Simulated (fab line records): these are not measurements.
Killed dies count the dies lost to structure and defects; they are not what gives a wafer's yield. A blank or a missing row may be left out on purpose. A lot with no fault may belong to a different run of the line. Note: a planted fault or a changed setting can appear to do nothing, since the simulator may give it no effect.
Which tool is to blame? || flow nandHarc || 42 wafers from 14 lots sampled at 4 of the route's 1159 steps

WHAT THE GAUGES READ, wafer by wafer
The record lacks any reading of a measuring or inspecting step that a usual standard deviation could be used to judge.

EACH LOT AND THE TOOL THAT RAN IT (in order: tool; ch and the chambers of the sampled wafers; start)
{"lot": "L655", "NHARC_A_STAIRCASE_TRIM_231": "rieDiel-13 ch 0,3, day 12 00:16 or earlier", "NHARC_A_STAIRCASE_ETCH_234": "rieDiel-13 ch 0,3, day 12 00:16 or earlier", "NHARC_A_STAIRCASE_EXPOSE_286": "krfScanner-03 ch 0, day 12 00:16", "NHARC_A_STAIRCASE_ETCH_294": "rieDiel-06 ch 0,1,2, no start"}
{"lot": "L656", "NHARC_A_STAIRCASE_TRIM_231": "rieDiel-13 ch 1,2, day 12 02:04 or earlier", "NHARC_A_STAIRCASE_ETCH_234": "rieDiel-13 ch 1,3, day 12 02:04 or earlier", "NHARC_A_STAIRCASE_EXPOSE_286": "krfScanner-02 ch 0, day 12 02:04", "NHARC_A_STAIRCASE_ETCH_294": "rieDiel-13 ch 0,1,2, no start"}
{"lot": "L657", "NHARC_A_STAIRCASE_TRIM_231": "rieDiel-13 ch 0,1, day 12 04:26 or earlier", "NHARC_A_STAIRCASE_ETCH_234": "rieDiel-13 ch 1,2,3, day 12 04:26 or earlier", "NHARC_A_STAIRCASE_EXPOSE_286": "krfScanner-02 ch 0, day 12 04:26", "NHARC_A_STAIRCASE_ETCH_294": "rieDiel-06 ch 0,1,2, no start"}
{"lot": "L654", "NHARC_A_STAIRCASE_TRIM_231": "rieDiel-13 ch 0,1,2, day 12 06:22 or earlier", "NHARC_A_STAIRCASE_ETCH_234": "rieDiel-13 ch 1,2, day 12 06:22 or earlier", "NHARC_A_STAIRCASE_EXPOSE_286": "krfScanner-02, day 12 06:22", "NHARC_A_STAIRCASE_ETCH_294": "rieDiel-06 ch 0,1, no start"}
{"lot": "L658", "NHARC_A_STAIRCASE_TRIM_231": "rieDiel-13 ch 2,3, day 12 12:38 or earlier", "NHARC_A_STAIRCASE_ETCH_234": "rieDiel-13 ch 1,2, day 12 12:38 or earlier", "NHARC_A_STAIRCASE_EXPOSE_286": "krfScanner-04, day 12 12:38", "NHARC_A_STAIRCASE_ETCH_294": "rieDiel-06 ch 0,1,3, no start"}
{"lot": "L659", "NHARC_A_STAIRCASE_TRIM_231": "rieDiel-13 ch 1,2,3, day 12 14:28 or earlier", "NHARC_A_STAIRCASE_ETCH_234": "rieDiel-13 ch 0,1,2, day 12 14:28 or earlier", "NHARC_A_STAIRCASE_EXPOSE_286": "krfScanner-03 ch 0, day 12 14:28", "NHARC_A_STAIRCASE_ETCH_294": "rieDiel-03 ch 1,2, no start"}
{"lot": "L666", "NHARC_A_STAIRCASE_TRIM_231": "rieDiel-03 ch 0,2,3, day 14 14:15 or earlier", "NHARC_A_STAIRCASE_ETCH_234": "rieDiel-03 ch 0,1,2, day 14 14:15 or earlier", "NHARC_A_STAIRCASE_EXPOSE_286": "krfScanner-02 ch 0, day 14 14:15", "NHARC_A_STAIRCASE_ETCH_294": "rieDiel-06 ch 0,2,3, no start"}
{"lot": "L667", "NHARC_A_STAIRCASE_TRIM_231": "rieDiel-13 ch 0,1,3, day 14 14:39 or earlier", "NHARC_A_STAIRCASE_ETCH_234": "rieDiel-13 ch 0,1,3, day 14 14:39 or earlier", "NHARC_A_STAIRCASE_EXPOSE_286": "krfScanner-04 ch 0, day 14 14:39", "NHARC_A_STAIRCASE_ETCH_294": "rieDiel-06 ch 0,1,3, no start"}
{"lot": "L668", "NHARC_A_STAIRCASE_TRIM_231": "rieDiel-13 ch 1,2, day 14 17:41 or earlier", "NHARC_A_STAIRCASE_ETCH_234": "rieDiel-13 ch 1,2, day 14 17:41 or earlier", "NHARC_A_STAIRCASE_EXPOSE_286": "krfScanner-02 ch 0, day 14 17:41", "NHARC_A_STAIRCASE_ETCH_294": "rieDiel-03 ch 0,1, no start"}
{"lot": "L669", "NHARC_A_STAIRCASE_TRIM_231": "rieDiel-06 ch 0,2,3, day 15 09:35 or earlier", "NHARC_A_STAIRCASE_ETCH_234": "rieDiel-06 ch 0,1,3, day 15 09:35 or earlier", "NHARC_A_STAIRCASE_EXPOSE_286": "krfScanner-04 ch 0, day 15 09:35", "NHARC_A_STAIRCASE_ETCH_294": "rieDiel-06 ch 0,3, no start"}
{"lot": "L672", "NHARC_A_STAIRCASE_TRIM_231": "rieDiel-13 ch 0,2, day 15 22:56 or earlier", "NHARC_A_STAIRCASE_ETCH_234": "rieDiel-13 ch 0,2,3, day 15 22:56 or earlier", "NHARC_A_STAIRCASE_EXPOSE_286": "krfScanner-04 ch 0, day 15 22:56", "NHARC_A_STAIRCASE_ETCH_294": "rieDiel-06 ch 0,1,2, no start"}
{"lot": "L673", "NHARC_A_STAIRCASE_TRIM_231": "rieDiel-06 ch 0,1,3, day 16 05:08 or earlier", "NHARC_A_STAIRCASE_ETCH_234": "rieDiel-06 ch 0,3, day 16 05:08 or earlier", "NHARC_A_STAIRCASE_EXPOSE_286": "krfScanner-02 ch 0, day 16 05:08", "NHARC_A_STAIRCASE_ETCH_294": "rieDiel-06 ch 0,1,3, no start"}
{"lot": "L676", "NHARC_A_STAIRCASE_TRIM_231": "rieDiel-13 ch 2,3, day 16 23:05 or earlier", "NHARC_A_STAIRCASE_ETCH_234": "rieDiel-13 ch 1,2, day 16 23:05 or earlier", "NHARC_A_STAIRCASE_EXPOSE_286": "krfScanner-04 ch 0, day 16 23:05", "NHARC_A_STAIRCASE_ETCH_294": "rieDiel-03 ch 0,3, no start"}
{"lot": "L677", "NHARC_A_STAIRCASE_TRIM_231": "rieDiel-13 ch 0,2,3, day 17 12:14 or earlier", "NHARC_A_STAIRCASE_ETCH_234": "rieDiel-13 ch 1,2, day 17 12:14 or earlier", "NHARC_A_STAIRCASE_EXPOSE_286": "krfScanner-04 ch 0, day 17 12:14", "NHARC_A_STAIRCASE_ETCH_294": "rieDiel-06 ch 1,2,3, no start"}
- NHARC_A_STAIRCASE_TRIM_231: chemistry O2, time 211.2 s.
- NHARC_A_STAIRCASE_ETCH_234: etches the open film in C4F8/O2, target depth 100 nm, time 40.5 s.
- NHARC_A_STAIRCASE_EXPOSE_286: exposes mask CHOP 100.
- NHARC_A_STAIRCASE_ETCH_294: etches the open film in C4F8/O2/Ar, target depth 4992 nm, time 1212.4 s.

WHAT THE TOOLS THEMSELVES READ (means of the sampled wafers that have a number; where no wafer has one, the mark that the record gives instead)
NHARC_A_STAIRCASE_TRIM_231.
{"lot": "L655", "tool": "rieDiel-13", "drypumpMotorCurrentA (A)": 5.5, "oesProductAu (a.u.)": 0.999, "rfVppV (V)": 57.7, "showerheadPlenumPTorr (Torr)": 3.52, "throttleValvePct (%)": 17.045}
{"lot": "L656", "tool": "rieDiel-13", "drypumpMotorCurrentA (A)": 5.5, "oesProductAu (a.u.)": 1.007, "rfVppV (V)": 58.1, "showerheadPlenumPTorr (Torr)": 3.49, "throttleValvePct (%)": 17.036}
{"lot": "L657", "tool": "rieDiel-13", "drypumpMotorCurrentA (A)": 5.4, "oesProductAu (a.u.)": 1.012, "rfVppV (V)": 57.9, "showerheadPlenumPTorr (Torr)": 3.60, "throttleValvePct (%)": 17.025}
{"lot": "L654", "tool": "rieDiel-13", "drypumpMotorCurrentA (A)": 5.4, "oesProductAu (a.u.)": 1.003, "rfVppV (V)": 57.7, "showerheadPlenumPTorr (Torr)": 3.51, "throttleValvePct (%)": 17.037}
{"lot": "L658", "tool": "rieDiel-13", "drypumpMotorCurrentA (A)": 5.6, "oesProductAu (a.u.)": 1.008, "rfVppV (V)": 57.3, "showerheadPlenumPTorr (Torr)": 3.30, "throttleValvePct (%)": 17.042}
{"lot": "L659", "tool": "rieDiel-13", "drypumpMotorCurrentA (A)": 5.6, "oesProductAu (a.u.)": 1.009, "rfVppV (V)": 57.9, "showerheadPlenumPTorr (Torr)": 3.39, "throttleValvePct (%)": 17.028}
{"lot": "L666", "tool": "rieDiel-03", "drypumpMotorCurrentA (A)": 5.2, "oesProductAu (a.u.)": 0.993, "rfVppV (V)": 57.4, "showerheadPlenumPTorr (Torr)": 3.63, "throttleValvePct (%)": 17.038}
{"lot": "L667", "tool": "rieDiel-13", "drypumpMotorCurrentA (A)": 5.5, "oesProductAu (a.u.)": 1.002, "rfVppV (V)": 57.7, "showerheadPlenumPTorr (Torr)": 3.67, "throttleValvePct (%)": 17.042}
{"lot": "L668", "tool": "rieDiel-13", "drypumpMotorCurrentA (A)": 5.4, "oesProductAu (a.u.)": 0.996, "rfVppV (V)": 57.8, "showerheadPlenumPTorr (Torr)": 3.47, "throttleValvePct (%)": 17.034}
{"lot": "L669", "tool": "rieDiel-06", "drypumpMotorCurrentA (A)": 5.8, "oesProductAu (a.u.)": 0.994, "rfVppV (V)": 58.1, "showerheadPlenumPTorr (Torr)": 3.49, "throttleValvePct (%)": 17.041}
{"lot": "L672", "tool": "rieDiel-13", "drypumpMotorCurrentA (A)": 5.4, "oesProductAu (a.u.)": 0.999, "rfVppV (V)": 57.3, "showerheadPlenumPTorr (Torr)": 3.52, "throttleValvePct (%)": 17.043}
{"lot": "L673", "tool": "rieDiel-06", "drypumpMotorCurrentA (A)": 5.6, "oesProductAu (a.u.)": 0.996, "rfVppV (V)": 57.5, "showerheadPlenumPTorr (Torr)": 3.36, "throttleValvePct (%)": 17.041}
{"lot": "L676", "tool": "rieDiel-13", "drypumpMotorCurrentA (A)": 5.6, "oesProductAu (a.u.)": 1.007, "rfVppV (V)": 57.9, "showerheadPlenumPTorr (Torr)": 3.46, "throttleValvePct (%)": 17.032}
{"lot": "L677", "tool": "rieDiel-13", "drypumpMotorCurrentA (A)": 5.6, "oesProductAu (a.u.)": 0.996, "rfVppV (V)": 58.2, "showerheadPlenumPTorr (Torr)": 3.57, "throttleValvePct (%)": 17.046}

NHARC_A_STAIRCASE_ETCH_234.
{"lot": "L655", "tool": "rieDiel-13", "oesProductAu (a.u.)": 0.945, "rfVppV (V)": 896}
{"lot": "L656", "tool": "rieDiel-13", "oesProductAu (a.u.)": 0.966, "rfVppV (V)": 891}
{"lot": "L657", "tool": "rieDiel-13", "oesProductAu (a.u.)": 0.945, "rfVppV (V)": 891}
{"lot": "L654", "tool": "rieDiel-13", "oesProductAu (a.u.)": 0.940, "rfVppV (V)": 891}
{"lot": "L658", "tool": "rieDiel-13", "oesProductAu (a.u.)": 0.937, "rfVppV (V)": 894}
{"lot": "L659", "tool": "rieDiel-13", "oesProductAu (a.u.)": 0.933, "rfVppV (V)": 895}
{"lot": "L666", "tool": "rieDiel-03", "oesProductAu (a.u.)": 0.932, "rfVppV (V)": 897}
{"lot": "L667", "tool": "rieDiel-13", "oesProductAu (a.u.)": 0.940, "rfVppV (V)": 902}
{"lot": "L668", "tool": "rieDiel-13", "oesProductAu (a.u.)": 0.952, "rfVppV (V)": 891}
{"lot": "L669", "tool": "rieDiel-06", "oesProductAu (a.u.)": 0.934, "rfVppV (V)": 891}
{"lot": "L672", "tool": "rieDiel-13", "oesProductAu (a.u.)": 0.948, "rfVppV (V)": 897}
{"lot": "L673", "tool": "rieDiel-06", "oesProductAu (a.u.)": 0.936, "rfVppV (V)": 890}
{"lot": "L676", "tool": "rieDiel-13", "oesProductAu (a.u.)": 0.948, "rfVppV (V)": 895}
{"lot": "L677", "tool": "rieDiel-13", "oesProductAu (a.u.)": 0.970, "rfVppV (V)": 891}

NHARC_A_STAIRCASE_EXPOSE_286.
{"lot": "L655", "tool": "krfScanner-03", "exposureDoseMJCm2": 24.991, "focusOffsetNm (nm)": 0.3}
{"lot": "L656", "tool": "krfScanner-02", "exposureDoseMJCm2": 24.982, "focusOffsetNm (nm)": -0.0}
{"lot": "L657", "tool": "krfScanner-02", "exposureDoseMJCm2": 25.014, "focusOffsetNm (nm)": 0.5}
{"lot": "L654", "tool": "krfScanner-02", "exposureDoseMJCm2": "-", "focusOffsetNm (nm)": "-"}
{"lot": "L658", "tool": "krfScanner-04", "exposureDoseMJCm2": "-", "focusOffsetNm (nm)": "-"}
{"lot": "L659", "tool": "krfScanner-03", "exposureDoseMJCm2": 25.024, "focusOffsetNm (nm)": 0.3}
{"lot": "L666", "tool": "krfScanner-02", "exposureDoseMJCm2": 24.997, "focusOffsetNm (nm)": -0.1}
{"lot": "L667", "tool": "krfScanner-04", "exposureDoseMJCm2": 25.033, "focusOffsetNm (nm)": -0.6}
{"lot": "L668", "tool": "krfScanner-02", "exposureDoseMJCm2": 25.016, "focusOffsetNm (nm)": -0.3}
{"lot": "L669", "tool": "krfScanner-04", "exposureDoseMJCm2": 25.018, "focusOffsetNm (nm)": -0.4}
{"lot": "L672", "tool": "krfScanner-04", "exposureDoseMJCm2": 25.033, "focusOffsetNm (nm)": 0.0}
{"lot": "L673", "tool": "krfScanner-02", "exposureDoseMJCm2": 25.034, "focusOffsetNm (nm)": -0.1}
{"lot": "L676", "tool": "krfScanner-04", "exposureDoseMJCm2": 24.995, "focusOffsetNm (nm)": -0.1}
{"lot": "L677", "tool": "krfScanner-04", "exposureDoseMJCm2": 25.006, "focusOffsetNm (nm)": -0.1}

NHARC_A_STAIRCASE_ETCH_294.
{"lot": "L655", "tool": "rieDiel-06", "oesProductAu (a.u.)": 0.931, "rfVppV (V)": 1827}
{"lot": "L656", "tool": "rieDiel-13", "oesProductAu (a.u.)": 0.921, "rfVppV (V)": 1825}
{"lot": "L657", "tool": "rieDiel-06", "oesProductAu (a.u.)": 0.931, "rfVppV (V)": 1827}
{"lot": "L654", "tool": "rieDiel-06", "oesProductAu (a.u.)": 0.921, "rfVppV (V)": 1816}
{"lot": "L658", "tool": "rieDiel-06", "oesProductAu (a.u.)": 0.926, "rfVppV (V)": 1816}
{"lot": "L659", "tool": "rieDiel-03", "oesProductAu (a.u.)": 0.920, "rfVppV (V)": 1835}
{"lot": "L666", "tool": "rieDiel-06", "oesProductAu (a.u.)": 0.924, "rfVppV (V)": 1824}
{"lot": "L667", "tool": "rieDiel-06", "oesProductAu (a.u.)": 0.942, "rfVppV (V)": 1816}
{"lot": "L668", "tool": "rieDiel-03", "oesProductAu (a.u.)": 0.946, "rfVppV (V)": 1829}
{"lot": "L669", "tool": "rieDiel-06", "oesProductAu (a.u.)": 0.932, "rfVppV (V)": 1812}
{"lot": "L672", "tool": "rieDiel-06", "oesProductAu (a.u.)": 0.937, "rfVppV (V)": 1825}
{"lot": "L673", "tool": "rieDiel-06", "oesProductAu (a.u.)": 0.945, "rfVppV (V)": 1815}
{"lot": "L676", "tool": "rieDiel-03", "oesProductAu (a.u.)": 0.920, "rfVppV (V)": 1829}
{"lot": "L677", "tool": "rieDiel-06", "oesProductAu (a.u.)": 0.921, "rfVppV (V)": 1825}

THE ANSWER, worked out from the rows above alone
Rule: what is usual is taken from the lots themselves. Put in order of their means at a reading, lots are off if they are a third of the lots or fewer, leave a main group of 4 or more, and stand apart from it by a gap of 3 or more times the standard deviation of the main group's means; of several such gaps the widest counts. The tables above print the reading to a certain number of digits; a main group whose means all agree to those digits is not used. A lot without any number at a reading at which 4 lots or more have one is off too. The other lots that the step has rows for count as sound. After the gauges, taken in route order, come the tools' own readings; for these a lot's mean is taken, as printed above. The first step at which some lot is off is used, and at that step the reading that is off furthest; a lot without a number counts as furthest.
Off, at NHARC_A_STAIRCASE_EXPOSE_286 on exposureDoseMJCm2: L654, L658. Without a number there: L654, L658. For the main group the mean is 25.012 and the standard deviation 0.017.
If a tool, at that step or one of the process steps before it, ran each lot that is off and ran no sound lot following the first of them, it fits. Because NHARC_A_STAIRCASE_TRIM_231 lacks a start for some lots, the hours and order of its lots are taken from NHARC_A_STAIRCASE_EXPOSE_286. Because NHARC_A_STAIRCASE_ETCH_234 lacks a start for some lots, the hours and order of its lots are taken from NHARC_A_STAIRCASE_EXPOSE_286. None of those tried fits.

WHAT THE SIMULATOR HAD INSERTED
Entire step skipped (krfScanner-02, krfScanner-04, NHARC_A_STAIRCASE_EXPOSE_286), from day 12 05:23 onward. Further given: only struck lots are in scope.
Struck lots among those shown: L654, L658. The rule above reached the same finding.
